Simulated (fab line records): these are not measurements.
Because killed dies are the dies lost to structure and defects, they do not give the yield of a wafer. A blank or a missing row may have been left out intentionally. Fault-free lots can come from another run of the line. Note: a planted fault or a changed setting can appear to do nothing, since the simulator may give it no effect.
Which of the tools did it? + flow nand harc + 36 wafers sampled from 12 lots at 1 step of a route of 1302

== WHAT THE GAUGES READ, wafer by wafer ==
NHARC_A_SGD_CUT_OVL_MEAS_10.
| lot  | measured     | on         | overlay x nm (nm) |
|------|--------------|------------|-------------------|
| L075 | day 19 14:04 | overlay-01 | -1.5 -1.6 -1.2    |
| L077 | day 20 17:16 | overlay-02 | -2.1 -1.5 -1.8    |
| L078 | day 20 17:41 | overlay-02 | 0.9 -0.1 1.1      |
| L081 | day 22 10:55 | overlay-01 | 0.9 0.9 0.7       |
| L084 | day 23 08:55 | overlay-01 | -0.1 0.3 -0.3     |
| L085 | day 23 19:01 | overlay-02 | -0.3 0.4 0.4      |
| L088 | day 24 17:13 | overlay-01 | -1.1 -1.8 -0.9    |
| L089 | day 25 08:53 | overlay-01 | 1.1 0.9 0.6       |
| L090 | day 25 21:29 | overlay-01 | -0.4 -0.3 -1.0    |
| L092 | day 26 18:29 | overlay-01 | 0.2 0.1 0.1       |
| L095 | day 27 14:57 | overlay-01 | 0.4 0.8 0.4       |
| L097 | day 28 16:16 | overlay-01 | -0.1 0.1 0.7      |

== WHAT TOOL EACH LOT RAN ON (gives the tool, then ch and the chambers of the sampled wafers, and finally the start) ==
There is no process step in the record ahead of these readings.

== THE ANSWER, worked out from the rows above alone ==
Rule: the lots themselves supply what counts as usual. Put in order of their means at a reading, lots are off if they are a third of the lots or fewer, leave a main group of 4 or more, and stand apart from it by a gap of 3 or more times the standard deviation of the main group's means; of several such gaps the widest counts. A main group is skipped when, at the precision printed for the reading in the tables above, its means are all equal. A lot without any number at a reading at which 4 lots or more have one is off too. The other lots that the step has rows for count as sound.
No lot is off on any of the readings shown, so nothing can be concluded from this.

== WHAT THE SIMULATOR HAD PUT IN ==
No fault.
